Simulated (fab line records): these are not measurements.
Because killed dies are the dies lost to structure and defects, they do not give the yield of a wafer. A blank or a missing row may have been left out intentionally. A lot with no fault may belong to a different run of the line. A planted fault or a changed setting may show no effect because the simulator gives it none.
Chamber matching -- flow nand_harc -- NHARC_A_STAIRCASE_DESCUM_252 on rie_diel-02: 4 sister chambers
The step chemistry O2, time 3 s. 4 wafers are shown with their chamber, then 8 later ones without.

## WAFERS PAIRED WITH THEIR CHAMBERS
wafer,chamber,drypump_motor_current_A (A)
L089.3,0,6.15
L090.2,3,5.26
L090.5,1,5.64
L093.1,2,5.78

## WAFERS WITH NO CHAMBER GIVEN
wafer,drypump_motor_current_A (A)
L093.4,5.26
L093.6,5.64
L095.2,5.62
L095.4,5.25
L095.6,5.78
L096.2,6.13
L096.4,5.79
L096.6,5.27

## THE CHAMBER EACH PASSED THROUGH
wafer,from the rows above,in truth
L093.4,3,3
L093.6,1,1
L095.2,1,1
L095.4,3,3
L095.6,2,2
L096.2,0,0
L096.4,2,2
L096.6,3,3
8 of 8 placed correctly. From these rows, 0 cannot be placed. Wrongly placed: 0.
How it was worked out, from the rows above alone: a wafer's distance from a chamber is the root of the sum, over the readings, of the square of ((its reading less the chamber's mean) divided by the reading's scatter). The wafer belongs to the nearest chamber; if the next one is less than 2 further off, it can't be placed. A chamber's mean is the mean of its shown wafers. The scatter (one wafer shown for each chamber): square how far every hidden wafer sits from the nearest shown wafer, average those squares and take the square root.
